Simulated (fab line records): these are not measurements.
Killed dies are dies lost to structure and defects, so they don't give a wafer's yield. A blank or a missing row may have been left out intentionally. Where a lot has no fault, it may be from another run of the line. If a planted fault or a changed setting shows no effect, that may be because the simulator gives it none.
fab line records | flow n5-finfet | part 2 of 2: steps 4 to 6 of 6
record lots=23 | wafers=69 | last-day=18
route steps=1938 shown BEOL_M8@1353 BEOL_M9@1421
lots that met no fault: taken from a fault-free run of the same line
start-h: start of the lot's first displayed wafer, in hours after the record's first day | wait-h: time in hours since the lot's previous step | " the same as in the row above | L1.1+2: a row that stands for several wafers | - no value, or no start was given | * or withheld: withheld | < > ~ a bound
route shown NAME@n: NAME is a module with steps in the file, n the number in the route of the first one | usual: mean/standard deviation of fault-free wafers | same: alike in all rows | chamber/n: place in a boat | sites: each site's reading | _std_site: their standard deviation | _edge_site: mean of outer sites minus mean of inner sites | radius-mm: for every site, how far away it sits from the centre of the wafer | mask NAME#n: copy n | behind: the most recent tool/chamber to have shaped the wafer | hold: the reason the lot was held/the length of the hold in hours/how it ended | device: the transistor (n, p or np) that didn't switch | end of line: the same wafers' tests at the end of the route | a step without rows: its recipe alone | killed: count of dies lost to structure and defects at first sort (not the wafer's yield) | map: a wafer's dies, x killed, . not, _ none there
set.NAME: the setting as run; set.NAME@STEP: as run at that earlier step | model.NAME: the simulator's own value behind a step, which no gauge read
route steps across a sampled set of lots; one table per step, one row per wafer
services: the hour from which a tool's chamber was out of use, counted from the record's first day as start-h (under 0 if before that day), plus the number of hours and why
## steps
# step N5_BEOL_M9_ETCH_66
# recipe chemistry=N2/H2 | target=SOC | target-depth-a=800 | overetch-a=160 | mask-material=SiARC | temp-c=40 | time-s=120 | ion-energy-ev=200 | pressure-mtorr=30 | source-w=840 | bias-w=150 | n2-flow-sccm=200 | h2-flow-sccm=200
# usual drypump-motor-current-A=6.0/0.37 | oes-product-au=0.61/0.069 | rf-vpp-V=523.6/2.6 | showerhead-plenum-p-Torr=2.53/0.094 | throttle-valve-pct=17.78/0.24
lot.wafer | tool        | chamber | start-h | wait-h | drypump-motor-current-A | oes-product-au | rf-hours-counter-h | rf-vpp-V | showerhead-plenum-p-Torr | throttle-valve-pct
L075.1    | rie-diel-01 | 3       | 223.55  | 0.0    | 5.9                     | 0.54           | 215                | 522.1    | 2.51                     | 18.01
L075.2    | "           | 1       | "       | "      | 6.1                     | 0.69           | 38                 | 522.1    | 2.48                     | 17.78
L075.4    | "           | 2       | "       | "      | 6.0                     | 0.55           | 176                | 525.7    | 2.62                     | 17.99
L077.2    | rie-diel-02 | 2       | 229.68  | 0.0    | 5.7                     | 0.75           | 3                  | 528.2    | 2.72                     | 17.84
L077.5    | "           | 2       | "       | "      | 5.7                     | 0.75           | -                  | 528.1    | 2.72                     | 17.84
L077.6    | "           | 1       | "       | "      | 5.8                     | 0.56           | -                  | 519.5    | 2.41                     | 18.06
L076.2    | rie-diel-02 | 2       | 246.86  | 0.0    | 5.7                     | 0.74           | 6                  | 527.4    | 2.72                     | 17.85
L076.3    | "           | 3       | "       | "      | 5.8                     | 0.56           | 199                | 520.0    | 2.42                     | 17.74
L076.4    | "           | 0       | "       | "      | 6.6                     | 0.65           | 70                 | 524.6    | 2.58                     | 17.32
L079.3    | rie-diel-02 | 1       | 249.57  | 0.0    | 5.8                     | 0.55           | 178                | 520.2    | 2.41                     | 18.09
L079.4    | "           | 0       | "       | "      | 6.7                     | 0.65           | 71                 | 525.1    | 2.57                     | 17.31
L079.6    | "           | 2       | "       | "      | 5.7                     | 0.73           | -                  | 529.8    | 2.72                     | 17.85
L081.2    | rie-diel-02 | 3       | 249.99  | 0.0    | 5.8                     | 0.56           | 199                | 521.2    | 2.42                     | 17.73
L081.3    | "           | 2       | "       | "      | 5.7                     | 0.74           | 7                  | 528.5    | 2.72                     | 17.85
L081.5    | "           | 3       | "       | "      | 5.8                     | 0.56           | -                  | 520.5    | 2.42                     | 17.73
L080.1    | rie-diel-03 | 1       | 250.05  | 0.0    | 5.8                     | 0.70           | 28                 | 523.4    | 2.49                     | 17.51
L080.3    | "           | 2       | "       | "      | 6.6                     | 0.53           | 239                | 522.5    | 2.50                     | 17.90
L080.4    | "           | 0       | "       | "      | 5.2                     | 0.60           | -                  | 523.4    | 2.54                     | 17.64
L082.3    | rie-diel-02 | 2       | 273.31  | 0.0    | 5.7                     | 0.71           | 14                 | 529.0    | 2.71                     | 17.86
L082.4    | "           | 0       | "       | "      | 6.7                     | 0.65           | 79                 | 525.1    | 2.57                     | 17.34
L082.6    | "           | 3       | "       | "      | 5.8                     | 0.57           | -                  | 520.1    | 2.42                     | 17.76
L078.1    | rie-diel-03 | 2       | 277.87  | 0.0    | 6.6                     | 0.53           | 248                | 522.3    | 2.50                     | 17.93
L078.4    | "           | 1       | "       | "      | 5.9                     | 0.69           | -                  | 522.2    | 2.48                     | 17.51
L078.5    | "           | 2       | "       | "      | 6.6                     | 0.53           | -                  | 521.6    | 2.50                     | 17.93
L083.4    | rie-diel-01 | 0       | 281.97  | 0.0    | 6.2                     | 0.68           | 36                 | 525.2    | 2.56                     | 17.34
L083.5    | "           | 1       | "       | "      | 6.1                     | 0.66           | -                  | 522.2    | 2.48                     | 17.81
L083.6    | "           | 2       | "       | "      | 6.0                     | 0.54           | -                  | 527.4    | 2.62                     | 18.02
L084.2    | rie-diel-02 | 3       | 285.73  | 0.0    | 5.8                     | 0.55           | 207                | 519.5    | 2.42                     | 17.75
L084.4    | "           | 1       | "       | "      | 5.8                     | 0.54           | 190                | 521.7    | 2.40                     | 18.08
L084.6    | "           | 0       | "       | "      | 6.7                     | 0.63           | -                  | 523.8    | 2.57                     | 17.36
L085.1    | rie-diel-01 | 1       | 300.89  | 0.0    | 6.0                     | 0.66           | 61                 | 521.3    | 2.47                     | 17.83
L085.2    | "           | 3       | "       | "      | 5.9                     | 0.53           | 231                | 521.8    | 2.51                     | 18.04
L085.6    | "           | 3       | "       | "      | 5.9                     | 0.53           | -                  | 522.9    | 2.51                     | 18.04
L086.2    | rie-diel-03 | 3       | 301.37  | 0.0    | 6.4                     | 0.53           | 236                | 526.5    | 2.60                     | 17.92
L086.5    | "           | 0       | "       | "      | 5.3                     | 0.59           | -                  | 524.7    | 2.53                     | 17.67
L086.6    | "           | 1       | "       | "      | 5.8                     | 0.67           | -                  | 521.9    | 2.48                     | 17.53
L088.1    | rie-diel-03 | 3       | 312.20  | 0.0    | 6.4                     | 0.52           | 241                | 525.5    | 2.60                     | 17.94
L088.2    | "           | 1       | "       | "      | 5.9                     | 0.67           | 50                 | 521.4    | 2.48                     | 17.54
L088.3    | "           | 1       | "       | "      | 5.8                     | 0.67           | -                  | 522.7    | 2.48                     | 17.56
L087.2    | rie-diel-03 | 3       | 320.46  | 0.0    | 6.5                     | 0.52           | 244                | 525.4    | 2.60                     | 17.96
L087.3    | "           | 1       | "       | "      | 5.8                     | 0.67           | 54                 | 521.5    | 2.48                     | 17.55
L087.6    | "           | 3       | "       | "      | 6.5                     | 0.52           | -                  | 525.8    | 2.60                     | 17.94
L090.1    | rie-diel-02 | 0       | 331.10  | 0.0    | 6.7                     | 0.63           | 96                 | 522.4    | 2.56                     | 17.37
L090.3    | "           | 3       | "       | "      | 5.8                     | 0.55           | 221                | 520.2    | 2.41                     | 17.79
L090.5    | "           | 2       | "       | "      | 5.7                     | 0.68           | -                  | 528.8    | 2.70                     | 17.89
L089.2    | rie-diel-01 | 0       | 337.75  | 0.0    | 6.2                     | 0.66           | 47                 | 524.7    | 2.55                     | 17.36
L089.4    | "           | 3       | "       | "      | 5.9                     | 0.53           | 238                | 524.1    | 2.50                     | 18.04
L089.6    | "           | 2       | "       | "      | 6.0                     | 0.53           | -                  | 527.1    | 2.61                     | 18.04
L091.1    | rie-diel-01 | 3       | 342.53  | 0.0    | 5.9                     | 0.53           | 239                | 522.4    | 2.50                     | 18.07
L091.2    | "           | 0       | "       | "      | 6.2                     | 0.66           | 49                 | 524.8    | 2.55                     | 17.38
L091.4    | "           | 1       | "       | "      | 6.1                     | 0.65           | 70                 | 521.0    | 2.47                     | 17.84
L092.1    | rie-diel-02 | 1       | 353.25  | 0.0    | 5.7                     | 0.53           | 210                | 520.2    | 2.39                     | 18.11
L092.3    | "           | 2       | "       | "      | 5.7                     | 0.67           | 42                 | 527.9    | 2.70                     | 17.90
L092.4    | "           | 0       | "       | "      | 6.7                     | 0.63           | 104                | 523.3    | 2.56                     | 17.38
L095.1    | rie-diel-03 | 1       | 355.21  | 0.0    | 5.8                     | 0.65           | 66                 | 521.9    | 2.47                     | 17.57
L095.2    | "           | 2       | "       | "      | 6.5                     | 0.69           | 13                 | 523.0    | 2.49                     | 17.60
L095.4    | "           | 1       | "       | "      | 5.8                     | 0.65           | -                  | 521.9    | 2.47                     | 17.56
L093.1    | rie-diel-02 | 0       | 355.39  | 0.0    | 6.7                     | 0.62           | 105                | 523.2    | 2.56                     | 17.39
L093.5    | "           | 3       | "       | "      | 5.8                     | 0.55           | -                  | 520.9    | 2.41                     | 17.80
L093.6    | "           | 2       | "       | "      | 5.7                     | 0.67           | -                  | 527.2    | 2.70                     | 17.92
L094.2    | rie-diel-02 | 2       | 355.81  | 0.0    | 5.7                     | 0.67           | 43                 | 526.5    | 2.70                     | 17.91
L094.3    | "           | 0       | "       | "      | 6.7                     | 0.62           | 105                | 525.3    | 2.56                     | 17.38
L094.5    | "           | 2       | "       | "      | 5.7                     | 0.67           | -                  | 526.6    | 2.70                     | 17.92
L097.2    | rie-diel-01 | 0       | 361.00  | 0.0    | 6.2                     | 0.65           | 54                 | 524.1    | 2.55                     | 17.39
L097.4    | "           | 3       | "       | "      | 5.9                     | 0.52           | 245                | 523.1    | 2.50                     | 18.07
L097.5    | "           | 2       | "       | "      | 6.0                     | 0.53           | -                  | 526.1    | 2.61                     | 18.06
L096.4    | rie-diel-01 | 1       | 364.50  | 0.0    | 6.1                     | 0.64           | 77                 | 521.0    | 2.47                     | 17.86
L096.5    | "           | 0       | "       | "      | 6.2                     | 0.65           | -                  | 524.3    | 2.55                     | 17.40
L096.6    | "           | 1       | "       | "      | 6.1                     | 0.65           | -                  | 521.8    | 2.47                     | 17.85
# step N5_BEOL_M9_CURE_72
# recipe temp-c=370 | time-s=120 | ambient=DMADMS/He | material=SiCOH_lowk
# usual lamp-power-pct=52.31/0.06 | wafer_temp_C_max=371.5/0.61
lot.wafer | tool       | chamber | start-h | wait-h | lamp-power-pct | wafer_temp_C_max
L075.1    | uv-cure-01 | 1       | 224.12  | 0.0    | 52.32          | 371.8
L075.2    | "          | 1       | "       | "      | 52.36          | 372.1
L075.4    | "          | 1       | "       | "      | 52.30          | 371.8
L077.2    | uv-cure-01 | 2       | 230.30  | 0.1    | 52.26          | 371.1
L077.5    | "          | 2       | "       | "      | 52.33          | 371.4
L077.6    | "          | 2       | "       | "      | 52.37          | 371.3
L076.2    | uv-cure-01 | 2       | 247.49  | 0.1    | 52.25          | 371.6
L076.3    | "          | 2       | "       | "      | 52.30          | 371.7
L076.4    | "          | 2       | "       | "      | 52.38          | 371.7
L079.3    | uv-cure-03 | 1       | 250.24  | 0.1    | 52.31          | 370.8
L079.4    | "          | 1       | "       | "      | 52.40          | 370.3
L079.6    | "          | 1       | "       | "      | 52.37          | 370.9
L081.2    | uv-cure-03 | 0       | 250.61  | 0.1    | 52.32          | 372.3
L081.3    | "          | 0       | "       | "      | 52.32          | 371.2
L081.5    | "          | 0       | "       | "      | 52.28          | 370.8
L080.1    | uv-cure-02 | 0       | 250.83  | 0.2    | 52.30          | 372.4
L080.3    | "          | 0       | "       | "      | 52.29          | 371.8
L080.4    | "          | 0       | "       | "      | 52.23          | 372.0
L082.3    | uv-cure-03 | 2       | 274.10  | 0.3    | 52.32          | 373.2
L082.4    | "          | 2       | "       | "      | 52.31          | 371.6
L082.6    | "          | 2       | "       | "      | 52.43          | 372.5
L078.1    | uv-cure-01 | 0       | 278.44  | 0.0    | 52.19          | 371.5
L078.4    | "          | 0       | "       | "      | 52.40          | 371.0
L078.5    | "          | 0       | "       | "      | 52.23          | 371.6
L083.4    | uv-cure-01 | 0       | 282.69  | 0.2    | 52.31          | 371.2
L083.5    | "          | 0       | "       | "      | 52.28          | 371.2
L083.6    | "          | 0       | "       | "      | 52.38          | 370.9
L084.2    | uv-cure-02 | 2       | 286.35  | 0.1    | 52.34          | 372.2
L084.4    | "          | 2       | "       | "      | 52.37          | 373.3
L084.6    | "          | 2       | "       | "      | 52.37          | 372.2
L085.1    | uv-cure-03 | 2       | 301.46  | 0.0    | 52.31          | 372.5
L085.2    | "          | 2       | "       | "      | 52.25          | 372.9
L085.6    | "          | 2       | "       | "      | 52.29          | 372.3
L086.2    | uv-cure-01 | 1       | 302.11  | 0.2    | 52.25          | 371.6
L086.5    | "          | 1       | "       | "      | 52.34          | 371.7
L086.6    | "          | 1       | "       | "      | 52.33          | 372.1
L088.1    | uv-cure-02 | 1       | 312.94  | 0.0    | 52.31          | 371.6
L088.2    | "          | 1       | "       | "      | 52.24          | 371.5
L088.3    | "          | 1       | "       | "      | 52.46          | 371.2
L087.2    | uv-cure-01 | 2       | 321.08  | 0.1    | 52.31          | 371.3
L087.3    | "          | 2       | "       | "      | 52.38          | 371.7
L087.6    | "          | 2       | "       | "      | 52.25          | 371.2
L090.1    | uv-cure-01 | 0       | 331.68  | 0.0    | 52.25          | 371.1
L090.3    | "          | 0       | "       | "      | 52.22          | 371.0
L090.5    | "          | 0       | "       | "      | 52.28          | 371.1
L089.2    | uv-cure-01 | 0       | 338.51  | 0.2    | 52.29          | 371.6
L089.4    | "          | 0       | "       | "      | 52.28          | 371.0
L089.6    | "          | 0       | "       | "      | 52.37          | 371.1
L091.1    | uv-cure-02 | 1       | 343.10  | 0.0    | 52.25          | 371.0
L091.2    | "          | 1       | "       | "      | 52.38          | 371.3
L091.4    | "          | 1       | "       | "      | 52.32          | 371.1
L092.1    | uv-cure-02 | 2       | 354.21  | 0.3    | 52.39          | 371.9
L092.3    | "          | 2       | "       | "      | 52.33          | 372.8
L092.4    | "          | 2       | "       | "      | 52.26          | 371.8
L095.1    | uv-cure-02 | 0       | 355.87  | 0.0    | 52.27          | 371.9
L095.2    | "          | 0       | "       | "      | 52.32          | 372.0
L095.4    | "          | 0       | "       | "      | 52.38          | 372.0
L093.1    | uv-cure-01 | 1       | 355.96  | 0.0    | 52.24          | 372.0
L093.5    | "          | 1       | "       | "      | 52.23          | 371.1
L093.6    | "          | 1       | "       | "      | 52.30          | 371.2
L094.2    | uv-cure-01 | 2       | 356.79  | 0.4    | 52.31          | 371.4
L094.3    | "          | 2       | "       | "      | 52.37          | 371.0
L094.5    | "          | 2       | "       | "      | 52.33          | 371.1
L097.2    | uv-cure-01 | 2       | 361.63  | 0.1    | 52.32          | 371.0
L097.4    | "          | 2       | "       | "      | 52.36          | 370.9
L097.5    | "          | 2       | "       | "      | 52.37          | 371.1
L096.4    | uv-cure-01 | 0       | 365.49  | 0.5    | 52.34          | 371.0
L096.5    | "          | 0       | "       | "      | 52.32          | 371.1
L096.6    | "          | 0       | "       | "      | 52.37          | 371.1
# step N5_BEOL_M9_CMP_52
# recipe stop-on=SiCOH_lowk | t-overpolish-s=7 | down-force-psi=1 | platen-rpm=50 | clearing-platen-down-force-psi=1.5 | clearing-platen-rpm=50 | post-cmp-clean=cu-alkaline | target-thk-nm=140 | clearing-platen-pad-velocity-m-s=0.99484 | pad-velocity-m-s=0.99484
# usual barrier-field-endpoint-s=29.1/0.85 | motor-current-A=5.9/0.67 | overpolish-run-s=6.999/0.0086 | time-to-endpoint-s=67/4.2
lot.wafer | tool   | chamber | start-h | wait-h | barrier-field-endpoint-s | motor-current-A | overpolish-run-s | time-to-endpoint-s
L075.4    | cmp-01 | 2       | 225.63  | 0.1    | 30.6                     | 5.9             | 7.014            | 72
L075.2    | "      | 0       | "       | "      | 27.4                     | 5.8             | 7.009            | 61
L075.1    | "      | 1       | "       | "      | 27.8                     | 7.3             | 6.994            | 61
L077.2    | cmp-01 | 1       | 234.05  | 0.2    | 27.5                     | 7.3             | 7.003            | 60
L077.5    | "      | 1       | "       | "      | 29.4                     | 7.5             | 6.991            | 64
L077.6    | "      | 2       | "       | "      | 30.9                     | 5.9             | 7.001            | 69
L076.4    | cmp-02 | 1       | 250.31  | 0.1    | 29.4                     | 6.0             | 6.988            | 65
L076.3    | "      | 3       | "       | "      | 29.3                     | 6.7             | 6.980            | 68
L076.2    | "      | 0       | "       | "      | 29.7                     | 6.3             | 6.990            | 70
L079.4    | cmp-02 | 1       | 251.84  | 0.1    | 27.9                     | 5.9             | 6.986            | 65
L079.3    | "      | 0       | "       | "      | 28.6                     | 5.9             | 7.001            | 71
L079.6    | "      | 2       | "       | "      | 27.5                     | 6.5             | 7.005            | 66
L081.2    | cmp-04 | 1       | 253.48  | 0.3    | 28.8                     | 5.0             | 7.001            | 68
L081.3    | "      | 2       | "       | "      | 28.2                     | 5.4             | 7.018            | 65
L081.5    | "      | 0       | "       | "      | 30.5                     | 6.0             | 6.998            | 70
L080.3    | cmp-04 | 0       | 255.43  | 0.2    | 29.9                     | 6.0             | 6.999            | 72
L080.4    | "      | 1       | "       | "      | 28.6                     | 5.4             | 7.008            | 68
L080.1    | "      | 2       | "       | "      | 28.7                     | 5.6             | 7.010            | 67
L082.4    | cmp-02 | 3       | 276.03  | 0.1    | 29.1                     | 6.7             | 6.996            | 66
L082.3    | "      | 0       | "       | "      | 29.2                     | 5.8             | 6.998            | 69
L082.6    | "      | 3       | "       | "      | 28.7                     | 6.4             | 6.998            | 65
L078.1    | cmp-02 | 2       | 280.17  | 0.3    | 28.9                     | 5.7             | 6.998            | 63
L078.4    | "      | 1       | "       | "      | 29.5                     | 5.7             | 7.005            | 63
L078.5    | "      | 3       | "       | "      | 28.9                     | 6.2             | 6.991            | 63
L083.4    | cmp-02 | 0       | 284.78  | 0.2    | 29.9                     | 5.8             | 7.000            | 71
L083.6    | "      | 3       | "       | "      | 29.5                     | 6.3             | 7.002            | 72
L083.5    | "      | 0       | "       | "      | 29.7                     | 6.2             | 6.992            | 71
L084.2    | cmp-01 | 0       | 288.11  | 0.3    | 28.9                     | 5.6             | 7.009            | 63
L084.4    | "      | 1       | "       | "      | 28.4                     | 7.2             | 7.000            | 65
L084.6    | "      | 2       | "       | "      | 30.1                     | 5.9             | 7.014            | 76
L085.2    | cmp-01 | 0       | 303.68  | 0.4    | 27.1                     | 5.2             | 6.995            | 62
L085.1    | "      | 2       | "       | "      | 30.2                     | 6.1             | 7.008            | 71
L085.6    | "      | 0       | "       | "      | 28.0                     | 5.4             | 6.988            | 64
L086.2    | cmp-04 | 1       | 305.15  | 0.2    | 28.1                     | 5.1             | 6.996            | 67
L086.5    | "      | 1       | "       | "      | 28.5                     | 5.1             | 6.998            | 69
L086.6    | "      | 2       | "       | "      | 29.3                     | 5.4             | 6.997            | 67
L088.1    | cmp-02 | 1       | 314.67  | 0.3    | 28.5                     | 5.7             | 6.997            | 65
L088.2    | "      | 2       | "       | "      | 29.3                     | 5.8             | 7.013            | 67
L088.3    | "      | 0       | "       | "      | 29.4                     | 6.0             | 6.996            | 68
L087.2    | cmp-01 | 1       | 323.91  | 0.2    | 29.2                     | 7.2             | 7.006            | 69
L087.3    | "      | 2       | "       | "      | 30.4                     | 6.0             | 7.003            | 76
L087.6    | "      | 1       | "       | "      | 28.8                     | 7.3             | 7.006            | 67
L090.3    | cmp-01 | 0       | 335.22  | 0.2    | 28.7                     | 5.6             | 7.002            | 67
L090.1    | "      | 1       | "       | "      | 28.6                     | 7.1             | 6.990            | 68
L090.5    | "      | 3       | "       | "      | 29.1                     | 4.8             | 7.003            | 69
L089.4    | cmp-01 | 2       | 341.25  | 0.2    | 30.1                     | 5.7             | 6.987            | 75
L089.2    | "      | 0       | "       | "      | 27.6                     | 5.4             | 6.995            | 64
L089.6    | "      | 2       | "       | "      | 30.3                     | 6.1             | 6.997            | 74
L091.2    | cmp-01 | 3       | 345.03  | 0.2    | 29.6                     | 5.2             | 7.003            | 68
L091.1    | "      | 1       | "       | "      | 28.7                     | 7.0             | 7.003            | 64
L091.4    | "      | 2       | "       | "      | 30.0                     | 6.3             | 6.997            | 76
L092.1    | cmp-01 | 2       | 356.52  | 0.3    | 29.8                     | 5.8             | 6.989            | 76
L092.4    | "      | 3       | "       | "      | 29.3                     | 5.0             | 7.006            | 69
L092.3    | "      | 1       | "       | "      | 27.9                     | 7.4             | 7.023            | 64
L093.1    | cmp-04 | 1       | 359.20  | 0.3    | 27.9                     | 5.1             | 7.010            | 61
L093.6    | "      | 1       | "       | "      | 28.2                     | 5.0             | 7.005            | 60
L093.5    | "      | 2       | "       | "      | 28.5                     | 5.2             | 7.008            | 59
L095.4    | cmp-01 | 1       | 359.85  | 0.3    | 29.6                     | 7.2             | 7.006            | 63
L095.1    | "      | 2       | "       | "      | 30.6                     | 6.1             | 7.026            | 76
L095.2    | "      | 3       | "       | "      | 28.8                     | 5.1             | 6.997            | 67
L094.2    | cmp-01 | 2       | 360.43  | 0.3    | 29.4                     | 6.1             | 6.991            | 73
L094.3    | "      | 0       | "       | "      | 27.6                     | 5.4             | 6.995            | 62
L094.5    | "      | 1       | "       | "      | 28.5                     | 7.1             | 7.002            | 62
L097.4    | cmp-01 | 1       | 366.17  | 0.4    | 29.2                     | 7.0             | 6.992            | 61
L097.2    | "      | 3       | "       | "      | 29.2                     | 5.2             | 7.001            | 68
L097.5    | "      | 0       | "       | "      | 28.9                     | 5.5             | 6.988            | 64
L096.4    | cmp-04 | 1       | 367.02  | 0.2    | 29.4                     | 5.2             | 6.994            | 65
L096.5    | "      | 2       | "       | "      | 28.7                     | 5.4             | 6.995            | 63
L096.6    | "      | 3       | "       | "      | 29.7                     | 5.7             | 6.994            | 67
## services
tool         | chamber | start-h | hours | kind
rie-diel-01  | -       | 185.38  | 2.8   | pm
rie-metal-03 | 0       | 188.68  | 12.9  | repair
uv-cure-01   | -       | 200.26  | 0.2   | repair
rie-diel-01  | 1       | 203.57  | 9.8   | repair
uv-cure-01   | -       | 211.02  | 1.0   | pm
uv-cure-01   | -       | 248.69  | 7.5   | pm
rie-diel-01  | 3       | 254.41  | 9.7   | repair
rie-diel-02  | 3       | 255.88  | 9.2   | repair
rie-diel-03  | 3       | 274.13  | 5.8   | repair
rie-diel-01  | 3       | 275.10  | 4.1   | repair
cmp-01       | -       | 278.70  | 4.0   | pm
cmp-01       | -       | 284.29  | 0.9   | repair
rie-metal-03 | -       | 295.92  | 14.6  | pm
uv-cure-02   | -       | 306.34  | 2.1   | pm
rie-diel-03  | 0       | 311.45  | 3.0   | repair
rie-metal-01 | 0       | 320.04  | 4.9   | repair
cmp-02       | -       | 320.10  | 1.7   | repair
cmp-02       | -       | 323.33  | 4.0   | pm
rie-metal-01 | -       | 327.12  | 14.6  | pm
uv-cure-01   | -       | 328.81  | 2.1   | pm
cmp-02       | -       | 332.21  | 2.9   | repair
rie-metal-03 | -       | 337.52  | 1.8   | repair
rie-diel-02  | 1       | 338.28  | 8.1   | repair
uv-cure-02   | -       | 363.06  | 7.5   | pm
